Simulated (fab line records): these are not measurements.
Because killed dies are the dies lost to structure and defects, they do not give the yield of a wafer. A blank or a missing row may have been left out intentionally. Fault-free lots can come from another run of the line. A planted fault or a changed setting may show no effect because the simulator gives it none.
Matching of chambers    flow n5Finfet    N5_BEOL_M11_STRIP_67 on rieDiel-04 has 3 sister chambers
The step strips in CF4. 6 wafers are shown with their chamber, then 8 later ones without.

== WAFERS WITH THEIR CHAMBER ==
wafer   chamber  showerheadPlenumPTorr (Torr)  drypumpMotorCurrentA (A)
L088.1  1        1.89                          4.9
L088.4  0        1.78                          5.7
L091.1  3        1.85                          5.3
L091.2  0        1.78                          5.6
L091.3  1        1.88                          4.9
L092.4  3        1.85                          5.3

== WAFERS WITHOUT THEIR CHAMBER ==
wafer   showerheadPlenumPTorr (Torr)  drypumpMotorCurrentA (A)
L092.5  1.88                          4.9
L094.2  1.85                          5.2
L094.5  1.78                          5.6
L094.6  1.88                          4.9
L093.2  1.78                          5.6
L093.4  1.88                          4.8
L095.2  1.85                          5.2
L095.4  1.78                          5.6

== EACH ONE'S CHAMBER ==
wafer   from the rows above  in truth
L092.5  1                    1
L094.2  3                    3
L094.5  0                    0
L094.6  1                    1
L093.2  0                    0
L093.4  1                    1
L095.2  3                    3
L095.4  0                    0
Placed correctly: 8 of 8. Left unplaced by these rows: 0. Placed wrongly: 0.
How it was worked out, from the rows above alone: a wafer's distance from a chamber is the root of the sum, over the readings, of the square of ((its reading less the chamber's mean) divided by the reading's scatter). The wafer belongs to the nearest chamber; if the next one is less than 2 further off, it can't be placed. A chamber's mean is the mean of its shown wafers. The scatter is the square root of a quotient: the sum, over the shown wafers, of each reading's squared deviation from its chamber's mean, divided by wafers minus chambers.
